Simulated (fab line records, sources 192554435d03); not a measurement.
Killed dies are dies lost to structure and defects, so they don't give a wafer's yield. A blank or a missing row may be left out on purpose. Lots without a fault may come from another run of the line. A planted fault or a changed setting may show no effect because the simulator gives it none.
A struck lot beside a sound one | flow n5_finfet | 24 steps out of a route of 1938
Sound: wafers L642.1, L642.3, L642.4. Struck: wafers L654.1, L654.2, L654.3. The cause comes at the end.
At each step with rows: each side's tool, then ch and its chambers, then its first start. Under that, the readings that differ: sound wafers | struck wafers | difference of the means | sigmas: that difference in standard deviations of wafers without a fault.
alike: readings whose means differ by less than 2 such deviations, and words and numbers that are the same on both sides. not compared: withheld readings, readings that some wafer has no value for, bounds like >300 that may hide the same value, and numbers for which the record gives no deviation and whose values overlap.
The two part at a step that has a row with sigmas, a row that says differs or no value, or rows on one side only. Numbers that don't overlap but have no deviation are shown without sigmas and don't part them. A reading that every wafer of one side lacks parts them only if that side has two wafers or more.

first, 8 steps without rows for these wafers: N5_BEOL_M8_ANNEAL_51 (time 90 s); N5_BEOL_M8_CMP_52 (polishes, stops on SiCOH lowk, t overpolish 6.9 s, target thk 80 nm); N5_BEOL_M8_PRE_CLEAN_55 (time 15 s); N5_BEOL_M8_DEP_56 (deposits SiCN from 3MS/NH3, target thk 10 nm, time 17.5 s); N5_BEOL_M9_ILD_DEP_00 (deposits SiCOH lowk from DEMS/porogen, target thk 308.51 nm, time 58 s); N5_BEOL_M9_CURE_71 (cures SiCOH lowk, time 240 s); N5_BEOL_M9_PECVD_70 (deposits SiO2 from TEOS/O2, target thk 20 nm, time 22.7 s); N5_BEOL_M9_HM_DEP_02 (deposits TiN, target thk 20 nm).
N5_BEOL_M9_COAT_59: time 60 s, resist thk 100 nm.
  sound on litho_track-03 ch 0, day 11 11:44; struck on litho_track-03 ch 0, day 14 04:58
  reading                                  | sound                | struck               | difference | sigmas
  spin_speed_rpm (rpm)                     | 1500.8 1501.2 1500.3 | 1455.8 1454.0 1454.3 | -46.1      | -38
  model.SOC_of_BEOL_M9_COAT_59.thk_nm (nm) | 100 100 100.2        | 102 102 102.2        | +2         |
  alike: plate_temp_C
then, 9 steps without rows for these wafers: N5_BEOL_M9_COAT_60 (time 60 s, resist thk 30 nm); N5_BEOL_M9_COAT_05 (resist thk 90 nm); N5_BEOL_M9_EBR_07; N5_BEOL_M9_SOFTBAKE_06 (time 60 s); N5_BEOL_M9_EXPOSE_08 (exposes mask M9); N5_BEOL_M9_PEB_09 (peb time 60 s); N5_BEOL_M9_DEVELOP_10 (develop time 30 s); N5_BEOL_M9_DESCUM_16 (chemistry O2, time 7.9 s); N5_BEOL_M9_ETCH_61 (etches SiARC in CF4, target depth 39 nm, time 65 s).
N5_BEOL_M9_ETCH_62: etches SOC in N2/H2, target depth 110 nm, overetch 22 nm, time 165 s.
  sound on rie_diel-03 ch 0,1,3, day 11 12:17; struck on rie_diel-05 ch 0,2,3, day 14 05:30
  reading                  | sound           | struck          | difference | sigmas
  model.etch.depth_nm (nm) | 99.93 100 100.2 | 102 102.1 102.1 | +2         |
  alike: bias_w, drypump_motor_current_A, oes_product_au, rf_vpp_V, showerhead_plenum_p_Torr, throttle_valve_pct
  not compared: rf_hours_counter_h
then, 2 steps without rows for these wafers: N5_BEOL_M9_STRIP_68 (strips in N2/H2); N5_BEOL_M9_STRIP_67 (strips in CF4).
N5_BEOL_M9_HM_OPEN_17: chemistry Cl2/BCl3, target TiN, target depth 20 nm, overetch 6 nm.
  sound on rie_metal-01 ch 0,1, day 11 12:28; struck on rie_metal-03 ch 0,1, day 14 05:41
  reading                                  | sound             | struck            | difference | sigmas
  throttle_valve_pct (%)                   | 21.69 21.69 21.95 | 22.15 22.11 22.17 | +0.37      | +2
  model.SOC_of_BEOL_M9_COAT_59.thk_nm (nm) | 92 92.2 92.2      | 94 94.2 94.2      | +2         |
  alike: bias_w, drypump_motor_current_A, oes_product_au
  not compared: rf_hours_counter_h
then, 1 step without rows for these wafers: N5_BEOL_M9_STRIP_19 (strips in O2).
N5_PASSIVATION_PROBE_49:
  the record has rows for the sound wafers here (prober-02, day 14 00:35) and none for the struck ones

WHERE THEY PART
First at N5_BEOL_M9_COAT_59; last, within this record, at N5_PASSIVATION_PROBE_49.

WHY: what the simulator had put in
Process parameter drift: litho_track-03, from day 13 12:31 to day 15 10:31, at N5_BEOL_M9_COAT_59. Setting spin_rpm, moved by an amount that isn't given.
